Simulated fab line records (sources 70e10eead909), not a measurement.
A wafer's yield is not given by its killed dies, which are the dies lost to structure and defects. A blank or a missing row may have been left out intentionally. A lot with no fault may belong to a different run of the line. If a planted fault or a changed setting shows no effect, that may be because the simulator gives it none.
Which tool was responsible? || flow nand harc || 6 lots, 18 wafers sampled, at 4 steps of a route of 1302

== WHAT THE GAUGES READ, wafer by wafer ==
NHARC_END_SORT_01.
{"lot": "L430", "measured": "day 34 00:28", "on": "prober-02", "killed at other": "1 1 0"}

== TOOL THAT RAN EACH LOT (tool first, then ch and the chambers of the sampled wafers, then the start) ==
{"lot": "L410", "NHARC_A_STAIRCASE_TRIM_196": "rie diel-01 ch 0,2,3, day 16 17:30", "NHARC_THIN_TSV_STRIP_62": "plasma asher-02 ch 0,1, day 24 21:08", "NHARC_THIN_TSV_STRIP_56": "plasma asher-02 ch 1, day 25 01:07"}
{"lot": "L413", "NHARC_A_STAIRCASE_TRIM_196": "rie diel-09 ch 0,1,2, day 18 04:18", "NHARC_THIN_TSV_STRIP_62": "plasma asher-02 ch 0,1, day 26 00:43", "NHARC_THIN_TSV_STRIP_56": "plasma asher-01 ch 0,1, day 26 07:12"}
{"lot": "L412", "NHARC_A_STAIRCASE_TRIM_196": "rie diel-09 ch 0,2,3, day 18 13:01", "NHARC_THIN_TSV_STRIP_62": "plasma asher-02 ch 0,1, day 27 01:55", "NHARC_THIN_TSV_STRIP_56": "plasma asher-01 ch 0,1, day 27 06:16"}
{"lot": "L421", "NHARC_A_STAIRCASE_TRIM_196": "rie diel-01 ch 1,2,3, day 20 11:00", "NHARC_THIN_TSV_STRIP_62": "plasma asher-01 ch 0,1, day 28 06:25", "NHARC_THIN_TSV_STRIP_56": "plasma asher-01 ch 0,1, day 28 13:43"}
{"lot": "L428", "NHARC_A_STAIRCASE_TRIM_196": "rie diel-01 ch 0,1,3, day 24 16:56", "NHARC_THIN_TSV_STRIP_62": "plasma asher-02 ch 0,1, day 32 05:50", "NHARC_THIN_TSV_STRIP_56": "plasma asher-01 ch 0,1, day 32 09:53"}
{"lot": "L430", "NHARC_A_STAIRCASE_TRIM_196": "rie diel-09 ch 0,1,2, day 25 12:44", "NHARC_THIN_TSV_STRIP_62": "plasma asher-01 ch 0,1, day 33 12:04", "NHARC_THIN_TSV_STRIP_56": "plasma asher-01 ch 0,1, day 33 15:55"}
- NHARC_A_STAIRCASE_TRIM_196: chemistry O2, time 211.2 s.
- NHARC_THIN_TSV_STRIP_62: strips in N2/H2, time 20 s.
- NHARC_THIN_TSV_STRIP_56: strips in O2.

== THE ANSWER, worked out from the rows above alone ==
Rule: what is usual is taken from the lots themselves. The widest of any qualifying gaps counts: lots, ordered by their means at a reading, are off when they make up no more than a third of the lots, leave a main group of 4 or more, and stand apart from it by 3 or more times the standard deviation of that group's means. A main group whose means are all the same, to the digits that the tables above print for the reading, isn't used. Also off: a lot with no number at a reading for which 4 or more lots have one. Any other lot the step has rows for is counted as sound.
No lot is off at any reading shown: from this, nothing can be told.

== WHAT WAS PUT IN BY THE SIMULATOR ==
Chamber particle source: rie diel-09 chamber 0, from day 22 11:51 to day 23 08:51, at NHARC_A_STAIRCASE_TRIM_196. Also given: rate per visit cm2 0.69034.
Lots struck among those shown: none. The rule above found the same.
